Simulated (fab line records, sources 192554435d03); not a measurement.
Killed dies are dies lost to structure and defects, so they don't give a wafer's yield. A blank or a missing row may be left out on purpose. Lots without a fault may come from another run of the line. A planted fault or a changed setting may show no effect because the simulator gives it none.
Split-lot experiment | flow n5_finfet | 7 lots, 21 wafers read, on a route of 1938 steps

THE SPLIT
At N5_BEOL_M10_ETCH_41 (etches SiCN in CH3F/O2, target depth 42.6 nm, time 86 s), the setting source_w was moved away from the recipe's 395 W on 14 of the 21 wafers read, by -12.4% to +17.6%. The other wafers ran this setting at the recipe's value.

The reading is taken at the split's own step.

THE READING
rf_vpp_V, in V, at N5_BEOL_M10_ETCH_41 (etches SiCN in CH3F/O2, target depth 42.6 nm, time 86 s). Fault-free wafers of this fab line usually give 296.8 V, standard deviation 1.6 V.

wafer  | tool, chamber at the split | source_w as run, W | against the recipe | rf_vpp_V, V | against lot-mates on the recipe
L075.1 | rie_diel-03, 1             | 395                | recipe             | 295.7       | -
L075.2 | rie_diel-03, 3             | 437.8              | +10.8%             | 287.0       | -8.7
L075.5 | rie_diel-03, 2             | 437.8              | +10.8%             | 289.6       | -6.1
L080.2 | rie_diel-05, 3             | 417.4              | +5.7%              | 291.1       | -5.8
L080.5 | rie_diel-05, 3             | 395                | recipe             | 296.9       | -
L080.6 | rie_diel-05, 2             | 417.4              | +5.7%              | 292.6       | -4.3
L081.1 | rie_diel-03, 2             | 395                | recipe             | 299.1       | -
L081.3 | rie_diel-03, 3             | 346                | -12.4%             | 310.3       | +11.2
L081.5 | rie_diel-03, 0             | 346                | -12.4%             | 309.4       | +10.3
L084.1 | rie_diel-05, 1             | 464.4              | +17.6%             | 284.1       | no lot-mate on the recipe
L084.2 | rie_diel-05, 2             | 464.4              | +17.6%             | 279.9       | no lot-mate on the recipe
L084.3 | rie_diel-05, 0             | 464.4              | +17.6%             | 279.6       | no lot-mate on the recipe
L088.2 | rie_diel-06, 2             | 395                | recipe             | 295.7       | -
L088.3 | rie_diel-06, 0             | 395                | recipe             | 295.8       | -
L088.5 | rie_diel-06, 1             | 395                | recipe             | 294.1       | -
L096.1 | rie_diel-03, 3             | 429.5              | +8.7%              | 287.1       | -8.7
L096.2 | rie_diel-03, 0             | 395                | recipe             | 295.8       | -
L096.3 | rie_diel-03, 2             | 429.5              | +8.7%              | 291.3       | -4.5
L092.1 | rie_diel-05, 3             | 355.8              | -9.9%              | 307.9       | no lot-mate on the recipe
L092.4 | rie_diel-05, 0             | 355.8              | -9.9%              | 306.5       | no lot-mate on the recipe
L092.5 | rie_diel-05, 3             | 355.8              | -9.9%              | 306.8       | no lot-mate on the recipe

THE FIT
A straight line over all 21 wafers: rf_vpp_V changes by -0.931 V for each +1% of source_w; r = -0.98; the points scatter about the line by 1.7 V.
The same after taking each lot's own level away (the mean of its wafers on the recipe; 15 wafers): -0.798 V for each +1%; r = -0.98; scatter 1.2 V.
On that fit, the largest move of source_w shifts the reading by 14 V.
The lots' own levels span 295.20 to 299.10 V, that is 2.4 times the standard deviation above.
So the lot-to-lot level changes the slope: the two fits differ.
Check: with one of the wafers moved furthest among these (-12.4%) left out of the fit, the line predicts +9.62 V for it against its lot-mates. It came out at +11.2 V against them.
Tool readings at the split's step, against how far the setting was moved: rf_vpp_V r = -0.98.

OTHER SPLITS ON THESE WAFERS
These wafers also went through other splits before the reading. Each is held against what the fit with the lots' levels taken away leaves over:
other split on the same wafers             | wafers away from the commonest value | r with rf_vpp_V (lot level and that fit taken away)
N5_BEOL_M5_ETCH_72 bias_w                  | 9                                    | -0.26
N5_BEOL_M5_ETCH_62 source_w                | 6                                    | +0.15
N5_BEOL_M6_PECVD_70 temp_c                 | 10                                   | +0.11
N5_BEOL_M6_TRENCH_ETCH_37 source_w         | 7                                    | +0.02
N5_BEOL_M6_ALD_77 co_reactant_pulse_time_s | 8                                    | -0.39
N5_BEOL_M7_COAT_71 spin_rpm                | 5                                    | +0.37
N5_BEOL_M7_DESCUM_33 time_s                | 7                                    | +0.18
N5_BEOL_M8_VIA_ETCH_34 bias_w              | 6                                    | +0.28
N5_BEOL_M10_VIA_ETCH_34 time_s             | 9                                    | +0.31

THE FILE'S OWN FIT
rf_vpp_V changes by -0.791 V for each +1% of source_w, r = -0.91.
